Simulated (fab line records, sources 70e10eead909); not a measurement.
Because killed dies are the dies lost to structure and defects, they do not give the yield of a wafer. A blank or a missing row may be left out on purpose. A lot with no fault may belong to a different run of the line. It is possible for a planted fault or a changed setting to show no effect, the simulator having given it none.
Chamber matching	flow nand harc	NHARC_A_STAIRCASE_DESCUM_168 on rie diel-09: 4 sister chambers
The step chemistry O2, time 3 s. 18 wafers are shown with their chamber, then 9 later ones without.

== WAFERS, EACH WITH ITS CHAMBER ==
wafer	chamber	drypump motor current A (A)	showerhead plenum p Torr (Torr)	chamber pressure mTorr (mTorr)
L075.2	1	5.4	1.76	59.98
L075.3	3	5.3	1.93	60.03
L075.6	1	5.4	1.76	60.07
L077.1	3	5.2	1.93	60.01
L077.4	1	5.4	1.76	59.98
L077.6	3	5.2	1.93	60.02
L081.2	1	5.4	2.08	60.00
L081.3	3	5.3	1.93	59.97
L081.4	0	4.8	1.81	60.10
L082.2	0	4.9	1.81	60.01
L082.4	3	5.2	1.93	59.93
L082.6	0	4.8	1.81	60.08
L084.1	3	5.2	1.93	60.01
L084.3	2	5.3	1.93	60.00
L084.5	1	5.4	2.07	59.94
L086.2	2	5.3	1.93	59.96
L086.4	0	4.8	1.81	59.98
L086.6	2	5.3	1.93	59.96

SIGNATURES (means of the wafers above)
reading	chamber 0	chamber 1	chamber 2	chamber 3	scatter within a chamber
drypump motor current A	4.825	5.400	5.300	5.233	0.0386
showerhead plenum p Torr	1.8100	1.8860	1.9300	1.9300	0.0922
chamber pressure mTorr	60.0425	59.9940	59.9733	59.9950	0.0439
Rule: for a wafer and a chamber, the distance is found by dividing, reading by reading, the gap between the wafer's reading and the chamber's mean by the reading's scatter, squaring, summing and taking the root. The wafer belongs to the nearest chamber; if the next one is less than 2 further off, it can't be placed. The scatter: the root of (the sum of the squares of (reading less its chamber's mean) over the shown wafers, divided by (wafers less chambers)).

== WAFERS WHOSE CHAMBER IS MISSING ==
wafer	drypump motor current A (A)	showerhead plenum p Torr (Torr)	chamber pressure mTorr (mTorr)
L088.2	4.8	1.81	59.97
L088.5	5.4	2.07	60.01
L088.6	4.8	1.81	59.94
L092.2	4.8	1.81	59.99
L092.5	5.4	2.07	60.02
L092.6	5.3	1.93	60.07
L097.3	5.2	1.92	59.99
L097.4	5.4	2.06	60.02
L097.6	5.3	1.92	60.01

== THE CHAMBER EACH PASSED THROUGH ==
wafer	from the rows above	in truth
L088.2	0	0
L088.5	can't be placed: 1 or 2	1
L088.6	0	0
L092.2	0	0
L092.5	can't be placed: 1 or 2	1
L092.6	can't be placed: 2 or 3 or 1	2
L097.3	can't be placed: 3 or 2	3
L097.4	can't be placed: 1 or 2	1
L097.6	can't be placed: 2 or 3 or 1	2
3 of 9 placed correctly. Can't be placed from these rows: 6 (the true chamber is among the candidates in 6). Placed wrongly: 0.
